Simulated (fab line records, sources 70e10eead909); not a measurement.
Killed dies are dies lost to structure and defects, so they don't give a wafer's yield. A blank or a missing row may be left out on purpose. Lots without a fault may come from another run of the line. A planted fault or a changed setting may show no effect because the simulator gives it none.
Chamber matching | flow nand_harc | NHARC_P_GATE_STRIP_108 on rie_diel-09: 4 sister chambers
The step strips in O2. 4 wafers are shown with their chamber, then 7 later ones without.

WAFERS WITH THEIR CHAMBER
wafer  | chamber | drypump_motor_current_A (A)
L081.5 | 1       | 5.9
L086.1 | 0       | 5.7
L093.1 | 2       | 5.9
L093.5 | 3       | 6.4

WAFERS WITHOUT THEIR CHAMBER
wafer  | drypump_motor_current_A (A)
L093.6 | 5.6
L095.1 | 5.9
L095.2 | 6.4
L095.5 | 5.9
L095.3 | 5.9
L095.4 | 6.4
L095.6 | 5.9

WHICH CHAMBER EACH WENT THROUGH
wafer  | from the rows above     | in truth
L093.6 | 0                       | 0
L095.1 | can't be placed: 1 or 2 | 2
L095.2 | 3                       | 3
L095.5 | can't be placed: 1 or 2 | 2
L095.3 | can't be placed: 1 or 2 | 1
L095.4 | 3                       | 3
L095.6 | can't be placed: 1 or 2 | 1
Placed correctly: 3 of 7. Can't be placed from these rows: 4 (the true chamber is among the candidates in 4). Placed wrongly: 0.
How it was worked out, from the rows above alone: a wafer's distance from a chamber is the root of the sum, over the readings, of the square of ((its reading less the chamber's mean) divided by the reading's scatter). The wafer belongs to the nearest chamber; if the next one is less than 2 further off, it can't be placed. A chamber's mean is the mean of its shown wafers. The scatter: with one shown wafer a chamber, the root of the mean of the squares of how far each hidden wafer lies from its nearest shown one.
